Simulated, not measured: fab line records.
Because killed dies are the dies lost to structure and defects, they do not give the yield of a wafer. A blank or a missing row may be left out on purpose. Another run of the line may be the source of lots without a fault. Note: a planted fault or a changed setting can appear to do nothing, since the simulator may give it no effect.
Matching of chambers -- flow n5Finfet -- rieDiel-03 running N5_BEOL_M11_ETCH_65: 4 sister chambers
The step etches SiARC in CF4, target depth 39 nm, time 65 s. 8 wafers are shown with their chamber, then 8 later ones without.

WAFERS, EACH WITH ITS CHAMBER
wafer,chamber,throttleValvePct (%),showerheadPlenumPTorr (Torr)
L080.4,2,15.50,2.09
L084.3,0,15.52,2.18
L086.4,1,15.89,2.20
L086.5,1,15.90,2.20
L085.1,0,15.53,2.18
L085.3,3,15.15,2.17
L085.6,2,15.51,2.08
L088.1,3,15.17,2.17

WAFERS WITHOUT THEIR CHAMBER
wafer,throttleValvePct (%),showerheadPlenumPTorr (Torr)
L088.3,15.53,2.08
L088.6,15.51,2.08
L091.1,15.93,2.20
L091.5,15.18,2.16
L091.6,15.55,2.17
L097.4,15.56,2.08
L097.5,15.21,2.16
L097.6,15.56,2.08

THE CHAMBER EACH PASSED THROUGH
wafer,from the rows above,in truth
L088.3,2,2
L088.6,2,2
L091.1,1,1
L091.5,3,3
L091.6,0,0
L097.4,2,2
L097.5,3,3
L097.6,2,2
Correctly placed: 8 of 8. Not placeable from these rows: 0. Wrongly placed: 0.
How it was worked out, from the rows above alone: a wafer's distance from a chamber is the root of the sum, over the readings, of the square of ((its reading less the chamber's mean) divided by the reading's scatter). If the next closest chamber is less than 2 further off than the closest, the wafer can't be placed; otherwise it belongs to the closest. The mean given for a chamber averages the wafers shown for that chamber. How the scatter is found: for the shown wafers, subtract from each reading the mean of its chamber, square and add these, divide the total by (wafers less chambers), then take the root.
